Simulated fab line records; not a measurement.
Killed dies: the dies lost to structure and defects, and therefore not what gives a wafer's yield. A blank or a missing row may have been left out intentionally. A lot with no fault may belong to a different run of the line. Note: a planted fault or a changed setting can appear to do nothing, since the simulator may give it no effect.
A struck lot beside a sound one || flow n5Finfet || 39 out of 1938 route steps
Sound: the wafers L884.3, L884.5, L884.6. Wafers L883.3, L883.4, L883.5 were the ones struck. The cause is given at the end.
For every step that has rows: the tool of each side, followed by ch and its chambers, followed by its first start. Under that, the readings that differ: sound wafers || struck wafers || difference of the means || sigmas: that difference in standard deviations of wafers without a fault.
alike: a reading whose means differ by less than 2 such deviations, as well as words and numbers matching on both sides. not compared: withheld readings; readings where some wafer has no value; bounds like >300 that might hide an equal value; numbers whose values overlap and for which the record gives no deviation.
The two part at a step that has a row with sigmas, a row that says differs or no value, or rows on one side only. When numbers do not overlap yet have no deviation, they are printed without sigmas and do not part them. A reading missing from all wafers of one side parts the sides only when that side holds two or more wafers.

first, 11 steps without rows for these wafers: N5_BEOL_M0_CUTY_ETCH_62 (etches SiARC in CF4, time 58.5 s); N5_BEOL_M0_CUTY_ETCH_63 (etches SOC in N2/H2, target depth 82.7 nm, overetch 16.5 nm, time 124 s); N5_BEOL_M0_CUTY_STRIP_64 (strips in N2/H2); N5_BEOL_M0_ETCH_138 (etches SiCN in CH3F/O2, target depth 12 nm, time 31.6 s); N5_BEOL_M0_HM_OPEN_105 (chemistry Cl2/BCl3, target TiN, target depth 12 nm); N5_BEOL_M0_STRIP_140 (strips in CF4); N5_BEOL_M0_STRIP_104 (strips in N2/H2); N5_BEOL_M0_WET_ETCH_106 (etches SiO2 in DHF, target depth 130 nm, rinse time 30 s); N5_BEOL_M0_ETCH_128 (etches SiCN in CF4/N2, target depth 12 nm, overetch 5.1 nm, time 21.4 s); N5_BEOL_M0_TRENCH_ETCH_107 (etches SiOC in C4F6/O2, target depth 32.8 nm, time 16.4 s); N5_BEOL_M0_STRIP_142 (strips in N2/H2, time 10 s).
N5_BEOL_M0_HM_STRIP_129: strips TiN in peroxide tin strip, target depth 17 nm, time 108 s.
  sound on wetBench-03 ch 3,4,7, day 7 08:25; struck on wetBench-03 ch 2,3,5, day 7 01:04
  no value came back on the struck wafers for bathGuardTempC (C), bathHeatDutyPct (%); on the sound wafers bathGuardTempC (C) reads 50.9 49.7 50.2
{"reading": "model.TiN_of_BEOL_M0_SAQP_HM_DEP_02.thkNm (nm)", "sound": "0 0 0", "struck": "9.4 9.4 9.4", "difference": "+9.4", "sigmas": ""}
then, 18 steps without rows for these wafers: N5_BEOL_M0_SRD_130 (time 30 s); N5_BEOL_M0_ETCH_109 (etches SiCN in CH3F/O2, target depth 8 nm, overetch 2.4 nm, time 27.4 s); N5_BEOL_M0_STRIP_139 (strips in post etch residue remover, time 60 s); N5_BEOL_M0_SRD_111 (time 30 s); N5_BEOL_M0_DEGAS_112 (time 60 s); N5_BEOL_M0_PRE_CLEAN_113 (time 30 s); N5_BEOL_M0_ALD_136 (deposits TaN, pulse time 2 s, purge time 3 s, co reactant purge time 2 s); N5_BEOL_M0_SURFACE_TREAT_137; N5_BEOL_M0_CVD_115 (deposits Co from CCTBA/H2, time 120 s); N5_BEOL_M0_SPUTTER_116 (material Cu, target thk 4 nm, time 7.37 s); N5_BEOL_M0_ANNEAL_117 (time 60 s); N5_BEOL_M0_SPUTTER_132 (material Cu, target thk 4 nm, time 7.37 s); N5_BEOL_M0_ANNEAL_133 (time 60 s); N5_BEOL_M0_SPUTTER_134 (material Cu, target thk 4 nm, time 7.37 s); N5_BEOL_M0_ANNEAL_135 (time 60 s); N5_BEOL_M0_SPUTTER_141 (material Cu, target thk 4 nm, time 7.37 s); N5_BEOL_M0_ECD_118 (material Cu, target thk 300 nm); N5_BEOL_M0_ANNEAL_119 (time 90 s).
N5_BEOL_M0_CMP_120: polishes, stops on SiOC, t overpolish 6.9 s.
  sound on cmp-03 ch 0,1, day 7 11:36; struck on cmp-02 ch 0,2, day 7 04:16
{"reading": "barrierFieldEndpointS (s)", "sound": "3.50 3.55 3.76", "struck": "15.37 14.96 15.23", "difference": "+11.58", "sigmas": "+72"}
  alike: motorCurrentA, retainingRingPressureFrac
then, 6 steps without rows for these wafers: N5_BEOL_M0_PRE_CLEAN_131 (time 15 s); N5_BEOL_M0_CO_CAP_123 (material Co, precursor CCTBA/H2, target thk 2 nm, time 102.1 s); N5_BEOL_M0_PRE_CLEAN_124 (time 15 s); N5_BEOL_M0_DEP_125 (deposits SiCN from 3MS/NH3, target thk 8 nm, time 14 s); N5_BEOL_M1_ILD_DEP_00 (deposits SiOC from DEMS/O2, target thk 79 nm, time 15.3 s); N5_BEOL_M1_PECVD_72 (deposits SiO2 from TEOS/O2, target thk 16 nm, time 18 s).
N5_BEOL_M4_RC_MEAS_101:
  sound on prober-01 ch 0, day 9 09:21; struck on prober-01 ch 0, day 9 04:16
  alike: DIBL_N, DIBL_P, IOFF_N, IOFF_P, ION_N, ION_P, SS_N, SS_P, VT_N, VT_P
-- record jumps: 4 days separate the struck wafers' starts on either side; left off in module BEOL_M4, taken up again in module PASSIVATION, whose first shown step is the route's number 1936 --
N5_PASSIVATION_PROBE_49:
  sound on prober-02, day 13 18:27; struck on prober-01, day 13 10:57
{"reading": "defectLimitedYield (%)", "sound": "92.6 92.2 93.6", "struck": "79.7 83.0 83.6", "difference": -10.7, "sigmas": -7}
{"reading": "killed_at_M0_to_M3", "sound": "21 32 20", "struck": "134 129 137", "difference": "+109", "sigmas": "+10"}
{"reading": "killedDies", "sound": "87 92 75", "struck": "240 201 194", "difference": "+127", "sigmas": "+7"}
{"reading": "killedOnRim", "sound": "17 11 8", "struck": "42 32 33", "difference": "+24", "sigmas": "+6"}
{"reading": "sort_bin_5_function (%)", "sound": "3.8 4.6 3.2", "struck": "12.4 11.2 9.4", "difference": "+7.1", "sigmas": "+6"}
{"reading": "sort_bin_6_memory (%)", "sound": "2.9 3.0 2.8", "struck": "7.9 5.4 6.5", "difference": "+3.7", "sigmas": "+5"}
{"reading": "sortNPass", "sound": "1093 1088 1105", "struck": "940 979 985", "difference": -127, "sigmas": -6}
{"reading": "sortYieldPct (%)", "sound": "92.6 92.2 93.6", "struck": "79.7 83.0 83.5", "difference": -10.7, "sigmas": -6}
  alike: killed_at_M4_up, killedAtContacts, killedAtFrontEnd, killedAtOther, killedOpen, killedShort, sort_bin_4_leakage, sort_bin_8_speed

## WHERE THEY PART
Last at N5_PASSIVATION_PROBE_49 as far as this record goes, first at N5_BEOL_M0_HM_STRIP_129.

WHY: the cause the simulator had injected
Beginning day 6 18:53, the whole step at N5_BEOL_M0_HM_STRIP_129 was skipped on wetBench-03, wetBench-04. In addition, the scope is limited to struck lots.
